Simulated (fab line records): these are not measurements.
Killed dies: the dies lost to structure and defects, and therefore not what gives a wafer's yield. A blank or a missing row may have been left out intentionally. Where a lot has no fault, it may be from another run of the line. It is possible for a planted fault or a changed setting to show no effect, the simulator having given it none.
fab line records	flow n5Finfet
record lots=24	wafers=72	lastDay=18
route steps=1938 shown BEOL_M0_SAQP@692 BEOL_M0_CUTY@708 BEOL_M0@716
lots that met no fault: from a run of the same line without faults
startH: hours from the record's opening day to when the first of the lot's shown wafers began	waitH: time in hours since the lot's previous step	" unchanged from the row above	L1.1+2: a row that stands for several wafers	- either no value or no given start	* or withheld: withheld	< > ~ a bound
route shown NAME@n: NAME is a module with steps in the file, n the number in the route of the first one	usual: the fault-free wafers' mean and standard deviation	same: alike in all rows	chamber/n: place in a boat	sites: readings site by site	_std_site: how widely they spread, as a standard deviation	_edge_site: inner sites' mean taken away from outer sites' mean	radiusMm: how far each site lies from the wafer's centre	mask NAME#n: copy n	behind: the last tool/chamber to shape the wafer	hold: why the lot was held/for how many hours/how that ended	device: which transistor (n, p or np) failed to switch	end of line: tests run on the same wafers once the route is complete	a step with no rows: only its recipe	killed: not the wafer's yield, but the dies lost to structure and defects at the first sort	map: per-die view of a wafer (x killed, . not killed, _ where there is no die)
set.NAME: the setting that was run; set.NAME@STEP: the one run at that earlier step	model.NAME: the simulator's own value behind a step, which no gauge read
the route's steps for a sample of lots (tables are steps, rows are wafers)
services: the hour from which a tool's chamber was out of use, counted from the record's first day as startH (under 0 if before that day), plus the number of hours and why
## steps
# step N5_BEOL_M0_SAQP_DESCUM_45
# recipe chemistry=O2	timeS=7	sourcePowerW=50	biasPowerW=20	pressureMtorr=20	rfFrequencyHz=2.712e+07	tempC=40	resist=CAR-EUV	o2FlowSccm=225
# usual drypumpMotorCurrentA=5.7/0.42	oesProductAu=0.76/0.093	rfVppV=242.7/1.4	showerheadPlenumPTorr=2.06/0.066	throttleValvePct=20.29/0.26
lot.wafer	tool	chamber	startH	waitH	drypumpMotorCurrentA	oesProductAu	rfHoursCounterH	rfVppV	showerheadPlenumPTorr	throttleValvePct
L075.3	rieDiel-04	3	114.72	0.0	5.2	0.71	186	242.1	1.99	20.22
L075.4	"	2	"	"	6.2	0.92	29	243.9	2.13	19.89
L075.6	"	0	"	"	5.8	0.70	-	243.5	2.06	20.59
L074.2	rieDiel-04	0	117.69	0.0	5.8	0.70	222	243.2	2.06	20.58
L074.5	"	3	"	"	5.2	0.70	-	241.6	1.99	20.23
L074.6	"	2	"	"	6.2	0.91	-	245.0	2.13	19.89
L076.1	rieDiel-04	0	122.43	0.0	5.8	0.70	224	244.6	2.06	20.60
L076.3	"	3	"	"	5.2	0.70	189	241.7	1.99	20.21
L076.5	"	0	"	"	5.8	0.69	-	242.4	2.06	20.60
L077.1	rieDiel-04	3	128.74	0.0	5.2	0.70	191	242.3	1.99	20.24
L077.2	"	0	"	"	5.8	0.70	226	242.5	2.06	20.60
L077.3	"	2	"	"	6.2	0.91	33	243.5	2.13	19.92
L078.1	rieDiel-04	3	137.42	0.4	5.1	0.70	193	241.0	1.99	20.25
L078.5	"	0	"	"	5.8	0.69	-	242.7	2.06	20.61
L078.6	"	3	"	"	5.1	0.70	-	240.8	1.99	20.24
L079.3	rieDiel-03	0	142.12	0.1	6.1	0.70	226	242.5	2.05	20.07
L079.5	"	3	"	"	5.7	0.69	-	242.3	2.07	20.54
L079.6	"	2	"	"	5.0	0.68	-	245.9	2.12	20.29
L080.3	rieDiel-03	3	146.59	0.0	5.7	0.68	225	243.0	2.07	20.52
L080.4	"	0	"	"	6.0	0.69	-	241.8	2.04	20.08
L080.6	"	1	"	"	6.3	0.69	-	243.4	2.15	20.78
L081.3	rieDiel-03	1	151.07	0.0	6.3	0.69	232	244.5	2.15	20.77
L081.4	"	0	"	"	6.0	0.69	-	241.8	2.04	20.07
L081.5	"	3	"	"	5.7	0.68	-	243.5	2.07	20.55
L082.2	rieDiel-01	3	158.65	0.0	5.6	0.77	145	243.3	2.18	20.17
L082.3	"	2	"	"	5.2	0.78	127	242.4	2.03	20.34
L082.6	"	1	"	"	5.8	0.86	-	243.4	2.03	20.09
L083.2	rieDiel-03	3	162.22	0.0	5.7	0.67	232	240.5	2.07	20.58
L083.5	"	1	"	"	6.3	0.68	-	245.4	2.15	20.76
L083.6	"	3	"	"	5.7	0.67	-	241.7	2.07	20.55
L084.1	rieDiel-03	3	178.75	0.0	5.7	0.67	237	243.0	2.07	20.56
L084.3	"	0	"	"	6.0	0.68	239	242.0	2.04	20.08
L084.5	"	1	"	"	6.3	0.68	-	242.0	2.15	20.79
L085.1	rieDiel-03	1	190.67	0.3	6.3	0.68	244	243.5	2.15	20.75
L085.3	"	2	"	"	5.0	0.96	7	243.9	2.12	19.94
L085.4	"	3	"	"	5.7	0.68	240	242.6	2.07	20.56
L086.2	rieDiel-03	1	196.74	0.0	6.3	0.68	246	243.5	2.15	20.79
L086.4	"	0	"	"	6.0	0.68	243	242.2	2.04	20.09
L086.5	"	2	"	"	5.0	0.95	-	245.0	2.12	19.94
L087.1	rieDiel-04	2	214.43	0.0	6.2	0.87	56	243.7	2.12	19.95
L087.4	"	3	"	"	5.2	0.68	212	241.4	1.98	20.27
L087.5	"	0	"	"	5.7	0.68	-	243.5	2.05	20.62
L088.2	rieDiel-04	2	218.85	0.0	6.2	0.87	58	243.6	2.12	19.96
L088.5	"	0	"	"	5.8	0.68	-	241.3	2.05	20.63
L088.6	"	1	"	"	5.7	0.76	-	239.9	1.93	20.25
L089.1	rieDiel-03	2	219.94	0.4	5.0	0.92	16	244.5	2.12	19.96
L089.4	"	3	"	"	5.7	0.67	-	244.4	2.06	20.56
L089.6	"	2	"	"	5.0	0.92	-	242.8	2.12	19.98
L091.2	rieDiel-03	0	220.79	0.7	6.0	0.67	251	243.5	2.04	20.10
L091.5	"	2	"	"	5.0	0.93	-	244.4	2.12	19.97
L091.6	"	0	"	"	6.0	0.67	-	242.3	2.04	20.12
L090.2	rieDiel-01	1	221.12	0.6	5.8	0.83	85	241.5	2.03	20.11
L090.4	"	0	"	"	4.9	0.91	19	242.0	2.06	20.05
L090.5	"	1	"	"	5.8	0.84	-	240.6	2.03	20.11
L092.4	rieDiel-04	1	225.69	0.1	5.7	0.75	152	238.5	1.92	20.25
L092.5	"	1	"	"	5.7	0.74	-	240.9	1.92	20.26
L092.6	"	2	"	"	6.2	0.87	-	245.0	2.12	19.94
L093.1	rieDiel-01	3	233.43	0.7	5.5	0.74	168	244.8	2.17	20.19
L093.2	"	2	"	"	5.2	0.77	149	242.5	2.02	20.36
L093.6	"	1	"	"	5.7	0.84	-	242.7	2.02	20.13
L094.1	rieDiel-04	1	235.68	0.6	5.7	0.75	157	240.1	1.92	20.27
L094.4	"	1	"	"	5.7	0.75	-	240.5	1.92	20.27
L094.5	"	2	"	"	6.2	0.86	-	242.5	2.12	19.95
L095.1	rieDiel-01	3	246.36	0.1	5.6	0.75	174	244.2	2.16	20.19
L095.3	"	0	"	"	4.9	0.89	24	242.0	2.06	20.06
L095.4	"	1	"	"	5.8	0.83	95	240.5	2.02	20.13
L096.3	rieDiel-03	3	249.13	0.2	5.7	0.66	262	241.7	2.06	20.59
L096.4	"	2	"	"	5.0	0.90	-	246.0	2.11	19.97
L096.6	"	3	"	"	5.7	0.66	-	243.5	2.06	20.61
L097.2	rieDiel-01	3	255.04	0.4	5.5	0.74	177	243.3	2.16	20.21
L097.3	"	2	"	"	5.2	0.75	158	241.6	2.01	20.38
L097.5	"	2	"	"	5.2	0.76	-	242.9	2.01	20.39
# step N5_BEOL_M0_CUTY_CD_MEAS_57
# recipe targetCdNm=200	landingEnergyEv=500	detector=seInlens	polarity=line
# usual cdNm=199.9/0.97
lot.wafer	tool	chamber	startH	waitH	cdNm
L075.3	cdSem-01	0	116.30	-	198.8
L075.4	"	0	"	"	199.9
L075.6	"	0	"	"	198.8
L074.2	cdSem-02	0	119.14	-	198.6
L074.5	"	0	"	"	197.6
L074.6	"	0	"	"	197.8
L076.1	cdSem-02	0	124.03	-	199.6
L076.3	"	0	"	"	201.6
L076.5	"	0	"	"	200.7
L077.1	cdSem-02	0	130.04	-	198.8
L077.2	"	0	"	"	199.6
L077.3	"	0	"	"	200.1
L078.1	cdSem-03	0	138.60	-	199.7
L078.5	"	0	"	"	200.8
L078.6	"	0	"	"	198.7
L079.3	cdSem-01	0	143.44	-	200.9
L079.5	"	0	"	"	199.5
L079.6	"	0	"	"	198.4
L080.3	cdSem-01	0	147.97	-	201.8
L080.4	"	0	"	"	200.4
L080.6	"	0	"	"	200.7
L081.3	cdSem-02	0	152.37	-	199.5
L081.4	"	0	"	"	199.2
L081.5	"	0	"	"	200.3
L082.2	cdSem-01	0	160.03	-	199.9
L082.3	"	0	"	"	199.7
L082.6	"	0	"	"	199.6
L083.2	cdSem-03	0	165.04	-	198.8
L083.5	"	0	"	"	199.7
L083.6	"	0	"	"	201.0
L084.1	cdSem-03	0	180.22	-	199.9
L084.3	"	0	"	"	200.5
L084.5	"	0	"	"	201.4
L085.1	cdSem-02	0	192.22	-	200.9
L085.3	"	0	"	"	199.6
L085.4	"	0	"	"	199.3
L086.2	cdSem-02	0	198.07	-	200.5
L086.4	"	0	"	"	201.5
L086.5	"	0	"	"	200.3
L087.1	cdSem-03	0	216.13	-	200.3
L087.4	"	0	"	"	201.3
L087.5	"	0	"	"	199.7
L088.2	cdSem-01	0	220.14	-	200.4
L088.5	"	0	"	"	202.1
L088.6	"	0	"	"	201.2
L089.1	cdSem-01	0	221.27	-	199.3
L089.4	"	0	"	"	200.1
L089.6	"	0	"	"	199.4
L091.2	cdSem-01	0	222.10	-	199.9
L091.5	"	0	"	"	200.9
L091.6	"	0	"	"	200.4
L090.2	cdSem-02	0	222.42	-	199.4
L090.4	"	0	"	"	201.3
L090.5	"	0	"	"	200.3
L092.4	cdSem-02	0	226.99	-	200.3
L092.5	"	0	"	"	200.7
L092.6	"	0	"	"	200.9
L093.1	cdSem-03	0	234.80	-	198.9
L093.2	"	0	"	"	200.1
L093.6	"	0	"	"	198.6
L094.1	cdSem-01	0	236.98	-	199.6
L094.4	"	0	"	"	199.5
L094.5	"	0	"	"	197.8
L095.1	cdSem-02	0	247.94	-	198.5
L095.3	"	0	"	"	199.8
L095.4	"	0	"	"	198.7
L096.3	cdSem-02	0	250.57	-	200.0
L096.4	"	0	"	"	200.4
L096.6	"	0	"	"	200.9
L097.2	cdSem-03	0	256.33	-	199.1
L097.3	"	0	"	"	199.5
L097.5	"	0	"	"	199.8
# step N5_BEOL_M0_CUTY_ETCH_62
# recipe chemistry=CF4	target=SiARC	maskMaterial=CAR-ArF-block	timeS=58.5	ionEnergyEv=80	pressureMtorr=40	sourceW=545	biasW=36	Ar_flow_sccm=100	cf4FlowSccm=100	ends=cleared
# usual drypumpMotorCurrentA=5.7/0.49	etchRfOnTimeS=58.7/1.5	oesProductAu=0.68/0.071	rfVppV=184.4/1.2	showerheadPlenumPTorr=2.17/0.07	throttleValvePct=15.5/0.32
lot.wafer	tool	chamber	startH	waitH	drypumpMotorCurrentA	etchRfOnTimeS	oesProductAu	rfHoursCounterH	rfVppV	showerheadPlenumPTorr	throttleValvePct
L075.3	rieDiel-05	0	116.42	0.0	5.3	60.5	0.70	78	183.6	2.08	15.2
L075.4	"	3	"	"	5.4	59.8	0.60	218	183.8	2.12	15.6
L075.6	"	3	"	"	5.4	59.2	0.61	-	185.7	2.12	15.6
L074.2	rieDiel-02	3	119.38	0.0	5.8	57.8	0.71	89	185.9	2.16	15.3
L074.5	"	2	"	"	5.3	59.9	0.77	-	185.8	2.27	15.1
L074.6	"	3	"	"	5.8	58.1	0.69	-	183.8	2.16	15.3
L076.1	rieDiel-02	2	124.15	0.0	5.3	59.5	0.78	22	186.2	2.27	15.1
L076.3	"	3	"	"	5.8	57.8	0.70	91	185.2	2.16	15.3
L076.5	"	2	"	"	5.3	59.4	0.78	-	185.4	2.27	15.1
L077.1	rieDiel-06	0	130.16	0.0	5.0	58.0	0.78	36	186.6	2.27	15.2
L077.2	"	1	"	"	5.1	57.8	0.58	236	182.6	2.11	15.7
L077.3	"	3	"	"	6.7	61.2	0.60	200	186.4	2.21	15.9
L078.1	rieDiel-02	2	139.11	0.0	5.3	60.1	0.77	27	185.2	2.27	15.1
L078.5	"	3	"	"	5.8	58.1	0.69	-	183.9	2.16	15.3
L078.6	"	2	"	"	5.3	60.2	0.76	-	186.6	2.27	15.1
L079.3	rieDiel-02	2	143.56	0.0	5.3	59.1	0.77	28	183.5	2.27	15.1
L079.5	"	3	"	"	5.8	56.7	0.70	-	184.6	2.16	15.3
L079.6	"	2	"	"	5.3	59.2	0.77	-	185.7	2.27	15.1
L080.3	rieDiel-02	2	148.09	0.0	5.3	60.1	0.76	30	185.1	2.27	15.1
L080.4	"	3	"	"	5.8	58.1	0.70	99	185.4	2.16	15.3
L080.6	"	3	"	"	5.8	57.6	0.69	-	185.1	2.16	15.3
L081.3	rieDiel-06	2	152.49	0.0	6.4	57.7	0.60	229	181.6	2.04	16.2
L081.4	"	3	"	"	6.6	61.3	0.60	207	183.0	2.21	15.9
L081.5	"	1	"	"	5.1	57.6	0.58	-	184.4	2.11	15.7
L082.2	rieDiel-02	1	160.25	0.0	6.0	59.0	0.61	208	185.9	2.20	15.7
L082.3	"	3	"	"	5.8	57.5	0.69	104	184.0	2.15	15.4
L082.6	"	0	"	"	5.7	56.3	0.74	-	183.5	2.09	15.2
L083.2	rieDiel-06	3	165.16	0.0	6.6	60.5	0.60	210	185.4	2.21	15.9
L083.5	"	0	"	"	4.9	57.3	0.77	-	184.6	2.27	15.2
L083.6	"	1	"	"	5.1	57.1	0.58	-	182.8	2.11	15.7
L084.1	rieDiel-06	1	180.34	0.0	5.1	56.6	0.58	254	183.7	2.11	15.7
L084.3	"	0	"	"	5.0	57.4	0.76	53	185.5	2.27	15.3
L084.5	"	3	"	"	6.6	60.6	0.60	-	184.9	2.20	15.9
L085.1	rieDiel-02	3	192.34	0.0	5.8	57.8	0.69	112	185.0	2.15	15.4
L085.3	"	1	"	"	6.0	59.7	0.61	217	183.7	2.19	15.7
L085.4	"	2	"	"	5.4	60.1	0.74	43	185.2	2.26	15.1
L086.2	rieDiel-05	2	199.06	0.0	5.6	61.3	0.66	115	183.6	2.16	15.5
L086.4	"	2	"	"	5.6	61.6	0.66	-	183.9	2.15	15.5
L086.5	"	1	"	"	4.9	57.9	0.78	-	183.1	2.11	15.0
L087.1	rieDiel-02	0	216.49	0.0	5.7	56.8	0.71	83	183.5	2.09	15.3
L087.4	"	2	"	"	5.3	59.8	0.73	50	184.8	2.26	15.1
L087.5	"	3	"	"	5.8	58.3	0.67	-	183.3	2.15	15.4
L088.2	rieDiel-02	3	220.27	0.0	5.8	57.5	0.68	126	181.9	2.15	15.4
L088.5	"	1	"	"	6.0	58.5	0.60	-	183.4	2.19	15.7
L088.6	"	0	"	"	5.7	56.5	0.71	-	183.1	2.09	15.3
L089.1	rieDiel-05	2	221.96	0.0	5.6	60.7	0.66	129	186.0	2.15	15.6
L089.4	"	3	"	"	5.4	60.3	0.82	1	183.9	2.11	15.2
L089.6	"	3	"	"	5.4	60.4	0.82	-	185.0	2.11	15.1
L091.2	rieDiel-02	2	223.30	0.0	5.3	58.9	0.74	54	185.0	2.26	15.1
L091.5	"	1	"	"	6.0	58.9	0.60	-	185.3	2.19	15.7
L091.6	"	2	"	"	5.3	59.0	0.74	-	185.6	2.26	15.1
L090.2	rieDiel-06	0	223.35	0.0	5.0	57.2	0.75	60	185.4	2.26	15.3
L090.4	"	3	"	"	6.6	60.3	0.59	-	184.1	2.20	15.9
L090.5	"	2	"	"	6.4	56.7	0.61	-	181.9	2.04	16.2
L092.4	rieDiel-05	0	227.11	0.0	5.3	61.7	0.65	126	183.0	2.06	15.3
L092.5	"	3	"	"	5.4	60.3	0.80	-	184.4	2.11	15.2
L092.6	"	2	"	"	5.6	60.8	0.65	-	184.2	2.15	15.6
L093.1	rieDiel-06	2	234.92	0.0	6.5	57.9	0.59	240	183.8	2.04	16.3
L093.2	"	0	"	"	5.0	57.4	0.75	66	185.8	2.26	15.3
L093.6	"	0	"	"	5.0	57.3	0.74	-	185.4	2.26	15.3
L094.1	rieDiel-02	3	237.11	0.0	5.8	58.6	0.66	133	183.7	2.14	15.4
L094.4	"	1	"	"	6.0	60.3	0.59	239	184.5	2.19	15.8
L094.5	"	0	"	"	5.7	56.9	0.70	-	182.7	2.09	15.3
L095.1	rieDiel-06	1	248.06	0.0	5.1	55.5	0.82	3	182.8	2.11	15.2
L095.3	"	2	"	"	6.4	57.7	0.59	246	183.2	2.04	16.3
L095.4	"	0	"	"	5.0	57.1	0.74	72	184.2	2.26	15.3
L096.3	rieDiel-02	0	250.69	0.0	5.7	56.9	0.70	97	184.3	2.08	15.3
L096.4	"	1	"	"	6.0	59.3	0.59	243	184.9	2.18	15.8
L096.6	"	0	"	"	5.7	57.6	0.69	-	183.9	2.08	15.3
L097.2	rieDiel-02	1	256.45	0.0	6.0	59.5	0.59	246	184.4	2.18	15.8
L097.3	"	3	"	"	5.8	57.9	0.66	140	183.0	2.14	15.4
L097.5	"	1	"	"	6.0	59.1	0.60	-	186.1	2.18	15.8
# step N5_BEOL_M0_HM_OPEN_105
# recipe chemistry=Cl2/BCl3	targetDepthA=120	target=TiN	ionEnergyEv=150	pressureMtorr=10	icpW=1000	biasW=126	Cl2_flow_sccm=53.25	bcl3FlowSccm=21.75	Ar_flow_sccm=25
# usual drypumpMotorCurrentA=5.7/0.69	oesProductAu=0.76/0.14	throttleValvePct=21.83/0.26
lot.wafer	tool	chamber	startH	waitH	drypumpMotorCurrentA	oesProductAu	rfHoursCounterH	throttleValvePct
L075.3	rieMetal-03	1	116.85	0.2	6.7	0.81	-	21.86
L075.4	"	0	"	"	5.0	0.65	-	21.66
L075.6	"	1	"	"	6.8	0.81	-	21.86
L074.2	rieMetal-02	0	119.77	0.2	5.4	0.61	122	21.75
L074.5	"	0	"	"	5.4	0.62	-	21.74
L074.6	"	1	"	"	5.2	1.00	-	21.52
L076.1	rieMetal-02	1	124.96	0.6	5.2	1.01	1	21.50
L076.3	"	0	"	"	5.5	0.62	-	21.73
L076.5	"	1	"	"	5.2	0.99	-	21.50
L077.1	rieMetal-02	0	130.43	0.1	5.5	0.62	123	21.74
L077.2	"	1	"	"	5.2	1.00	1	21.50
L077.3	"	1	"	"	5.2	0.99	-	21.51
L078.1	rieMetal-01	0	140.93	1.6	5.1	0.62	119	22.31
L078.5	"	0	"	"	5.1	0.62	-	22.31
L078.6	"	1	"	"	6.6	0.80	-	22.13
L079.3	rieMetal-02	1	145.51	1.7	5.2	0.97	-	21.53
L079.5	"	0	"	"	5.4	0.61	-	21.75
L079.6	"	1	"	"	5.2	0.97	-	21.52
L080.3	rieMetal-01	1	148.93	0.6	6.5	0.80	-	22.11
L080.4	"	0	"	"	5.1	0.61	-	22.30
L080.6	"	0	"	"	5.1	0.62	-	22.30
L081.3	rieMetal-01	0	153.55	0.8	5.1	0.61	-	22.32
L081.4	"	1	"	"	6.5	0.79	-	22.14
L081.5	"	0	"	"	5.1	0.62	-	22.32
L082.2	rieMetal-02	0	161.75	1.3	5.5	0.61	126	21.77
L082.3	"	1	"	"	5.2	0.96	-	21.50
L082.6	"	0	"	"	5.5	0.61	-	21.75
L083.2	rieMetal-02	1	167.45	2.1	5.2	0.95	4	21.50
L083.5	"	1	"	"	5.2	0.96	-	21.52
L083.6	"	0	"	"	5.5	0.62	-	21.74
L084.1	rieMetal-02	0	181.04	0.5	5.5	0.61	127	21.75
L084.3	"	0	"	"	5.5	0.61	-	21.75
L084.5	"	1	"	"	5.2	0.94	-	21.52
L085.1	rieMetal-02	1	194.32	1.8	5.2	0.93	6	21.53
L085.3	"	0	"	"	5.5	0.61	-	21.74
L085.4	"	1	"	"	5.2	0.94	-	21.52
L086.2	rieMetal-01	1	199.33	0.1	6.5	0.78	43	22.15
L086.4	"	1	"	"	6.5	0.79	-	22.12
L086.5	"	0	"	"	5.1	0.61	-	22.35
L087.1	rieMetal-03	0	216.76	0.1	5.0	0.63	115	21.68
L087.4	"	0	"	"	5.1	0.63	-	21.69
L087.5	"	0	"	"	5.0	0.62	-	21.69
L088.2	rieMetal-03	0	220.53	0.1	5.0	0.62	116	21.70
L088.5	"	1	"	"	6.8	0.78	-	21.87
L088.6	"	0	"	"	5.0	0.63	-	21.70
L089.1	rieMetal-03	1	222.23	0.1	6.8	0.79	47	21.88
L089.4	"	0	"	"	5.0	0.63	-	21.69
L089.6	"	0	"	"	5.0	0.63	-	21.71
L091.2	rieMetal-01	0	225.36	1.9	5.1	0.61	127	22.33
L091.5	"	0	"	"	5.1	0.60	-	22.34
L091.6	"	1	"	"	6.6	0.78	-	22.16
L090.2	rieMetal-03	1	225.72	2.2	6.8	0.78	47	21.87
L090.4	"	1	"	"	6.7	0.78	-	21.86
L090.5	"	0	"	"	5.1	0.62	-	21.70
L092.4	rieMetal-03	0	228.31	1.0	5.1	0.62	-	21.71
L092.5	"	0	"	"	5.1	0.62	-	21.69
L092.6	"	1	"	"	6.8	0.78	-	21.87
L093.1	rieMetal-01	1	235.72	0.6	6.6	0.77	47	22.15
L093.2	"	0	"	"	5.1	0.61	128	22.33
L093.6	"	0	"	"	5.1	0.61	-	22.32
L094.1	rieMetal-02	0	240.44	2.9	5.5	0.99	1	21.56
L094.4	"	1	"	"	5.2	0.90	-	21.55
L094.5	"	0	"	"	5.5	1.00	-	21.55
L095.1	rieMetal-03	0	248.64	0.4	5.1	0.62	118	21.70
L095.3	"	1	"	"	6.7	0.78	-	21.86
L095.4	"	0	"	"	5.0	0.63	-	21.70
L096.3	rieMetal-02	0	251.17	0.3	5.5	1.00	-	21.56
L096.4	"	1	"	"	5.2	0.89	-	21.55
L096.6	"	1	"	"	5.2	0.89	-	21.54
L097.2	rieMetal-03	1	258.05	1.4	6.8	0.77	-	21.87
L097.3	"	1	"	"	6.8	0.77	-	21.87
L097.5	"	1	"	"	6.8	0.78	-	21.89
# step N5_BEOL_M0_PRE_CLEAN_113
# recipe gas=H2/He	timeS=30	tempC=250
# usual heaterPowerW=348/18
lot.wafer	tool	chamber	startH	waitH	heaterPowerW
L075.3	pvdSputter-03	-	117.93	0.0	314
L075.4	"	-	"	"	359
L075.6	"	-	"	"	324
L074.2	pvdSputter-02	-	120.62	0.0	335
L074.5	"	-	"	"	354
L074.6	"	-	"	"	350
L076.1	pvdSputter-03	-	126.03	0.0	356
L076.3	"	-	"	"	338
L076.5	"	-	"	"	342
L077.1	pvdSputter-01	-	131.78	0.0	334
L077.2	"	-	"	"	329
L077.3	"	-	"	"	333
L078.1	pvdSputter-03	-	143.50	0.0	352
L078.5	"	-	"	"	350
L078.6	"	-	"	"	326
L079.3	pvdSputter-02	-	146.85	0.0	329
L079.5	"	-	"	"	354
L079.6	"	-	"	"	363
L080.3	pvdSputter-01	-	149.81	0.0	344
L080.4	"	-	"	"	331
L080.6	"	-	"	"	339
L081.3	pvdSputter-01	-	154.67	0.0	333
L081.4	"	-	"	"	338
L081.5	"	-	"	"	325
L082.2	pvdSputter-01	-	163.60	0.0	380
L082.3	"	-	"	"	341
L082.6	"	-	"	"	339
L083.2	pvdSputter-01	-	168.23	0.0	333
L083.5	"	-	"	"	374
L083.6	"	-	"	"	340
L084.1	pvdSputter-03	-	182.62	0.0	337
L084.3	"	-	"	"	353
L084.5	"	-	"	"	330
L085.1	pvdSputter-03	-	195.71	0.0	324
L085.3	"	-	"	"	337
L085.4	"	-	"	"	354
L086.2	pvdSputter-03	-	202.89	0.0	354
L086.4	"	-	"	"	324
L086.5	"	-	"	"	368
L087.1	pvdSputter-02	-	219.54	0.0	345
L087.4	"	-	"	"	350
L087.5	"	-	"	"	347
L088.2	pvdSputter-03	-	223.44	0.0	351
L088.5	"	-	"	"	323
L088.6	"	-	"	"	362
L089.1	pvdSputter-03	-	225.54	0.0	369
L089.4	"	-	"	"	355
L089.6	"	-	"	"	325
L091.2	pvdSputter-02	-	227.32	0.0	355
L091.5	"	-	"	"	347
L091.6	"	-	"	"	328
L090.2	pvdSputter-03	-	227.32	0.0	370
L090.4	"	-	"	"	326
L090.5	"	-	"	"	354
L092.4	pvdSputter-03	-	229.42	0.0	376
L092.5	"	-	"	"	356
L092.6	"	-	"	"	322
L093.1	pvdSputter-02	-	237.38	0.0	347
L093.2	"	-	"	"	355
L093.6	"	-	"	"	353
L094.1	pvdSputter-01	-	242.41	0.0	331
L094.4	"	-	"	"	344
L094.5	"	-	"	"	378
L095.1	pvdSputter-03	-	249.67	0.0	358
L095.3	"	-	"	"	339
L095.4	"	-	"	"	371
L096.3	pvdSputter-03	-	252.11	0.0	357
L096.4	"	-	"	"	377
L096.6	"	-	"	"	328
L097.2	pvdSputter-02	-	259.88	0.0	357
L097.3	"	-	"	"	338
L097.5	"	-	"	"	360
# step N5_BEOL_M0_INSPECT_127
# recipe inspectInstrument=darkfield	mode=postDep
# usual rawDefectCount=65/20
lot.wafer	tool	chamber	startH	waitH	rawDefectCount
L075.3	defectInspect-02	-	120.28	0.0	58
L075.4	"	-	"	"	39
L075.6	"	-	"	"	60
L074.2	defectInspect-01	-	122.65	0.0	40
L074.5	"	-	"	"	43
L074.6	"	-	"	"	41
L076.1	defectInspect-02	-	128.14	0.0	102
L076.3	"	-	"	"	110
L076.5	"	-	"	"	89
L077.1	defectInspect-02	-	134.23	0.0	53
L077.2	"	-	"	"	65
L077.3	"	-	"	"	54
L078.1	defectInspect-02	-	145.98	0.0	64
L078.5	"	-	"	"	77
L078.6	"	-	"	"	99
L079.3	defectInspect-02	-	148.76	0.0	50
L079.5	"	-	"	"	62
L079.6	"	-	"	"	64
L080.3	defectInspect-02	-	151.74	0.0	98
L080.4	"	-	"	"	84
L080.6	"	-	"	"	95
L081.3	defectInspect-02	-	157.13	0.0	76
L081.4	"	-	"	"	56
L081.5	"	-	"	"	62
L082.2	defectInspect-02	-	165.68	0.0	96
L082.3	"	-	"	"	41
L082.6	"	-	"	"	36
L083.2	defectInspect-01	-	170.13	0.0	54
L083.5	"	-	"	"	71
L083.6	"	-	"	"	69
L084.1	defectInspect-01	-	184.67	0.0	67
L084.3	"	-	"	"	80
L084.5	"	-	"	"	60
L085.1	defectInspect-01	-	197.65	0.0	61
L085.3	"	-	"	"	58
L085.4	"	-	"	"	78
L086.2	defectInspect-02	-	205.14	0.0	45
L086.4	"	-	"	"	45
L086.5	"	-	"	"	51
L087.1	defectInspect-01	-	222.01	0.0	81
L087.4	"	-	"	"	64
L087.5	"	-	"	"	63
L088.2	defectInspect-02	-	226.96	0.0	101
L088.5	"	-	"	"	57
L088.6	"	-	"	"	120
L089.1	defectInspect-02	-	227.74	0.0	52
L089.4	"	-	"	"	83
L089.6	"	-	"	"	67
L091.2	defectInspect-01	-	229.52	0.0	68
L091.5	"	-	"	"	58
L091.6	"	-	"	"	55
L090.2	defectInspect-01	-	230.12	0.0	69
L090.4	"	-	"	"	40
L090.5	"	-	"	"	65
L092.4	defectInspect-02	-	231.34	0.0	85
L092.5	"	-	"	"	98
L092.6	"	-	"	"	68
L093.1	defectInspect-02	-	240.46	0.0	68
L093.2	"	-	"	"	82
L093.6	"	-	"	"	50
L094.1	defectInspect-01	-	244.64	0.0	93
L094.4	"	-	"	"	51
L094.5	"	-	"	"	66
L095.1	defectInspect-01	-	252.34	0.0	69
L095.3	"	-	"	"	39
L095.4	"	-	"	"	60
L096.3	defectInspect-02	-	256.34	0.0	57
L096.4	"	-	"	"	39
L096.6	"	-	"	"	66
L097.2	defectInspect-02	-	262.33	0.0	55
L097.3	"	-	"	"	48
L097.5	"	-	"	"	49
## services
tool	chamber	startH	hours	kind
rieDiel-04	0	90.90	7.5	repair
rieMetal-02	1	92.61	-	clean
rieMetal-02	1	92.61	21.5	scheduledDown
rieMetal-02	1	92.61	21.5	ventCycle
rieMetal-01	-	117.70	2.8	pm
rieDiel-02	0	122.41	2.5	repair
rieDiel-04	1	136.39	8.7	repair
rieDiel-03	2	142.38	-	clean
rieDiel-03	2	142.38	-	consumableReplace:focusRing
rieMetal-03	-	150.55	2.5	repair
rieDiel-02	0	151.41	1.6	repair
rieMetal-03	1	166.83	4.3	repair
rieDiel-06	2	168.37	33.9	repair
rieDiel-01	1	186.61	6.5	repair
rieDiel-06	-	195.13	28.1	pm
rieDiel-04	3	198.65	1.7	repair
rieMetal-02	0	211.95	-	clean
rieMetal-02	0	211.95	17.0	scheduledDown
rieMetal-02	0	211.95	17.0	ventCycle
rieDiel-03	1	213.86	-	clean
rieDiel-01	1	218.33	2.2	repair
rieDiel-04	-	237.68	2.8	pm
rieDiel-05	-	250.18	0.4	repair
rieDiel-01	0	254.85	1.3	repair
## key
fault none
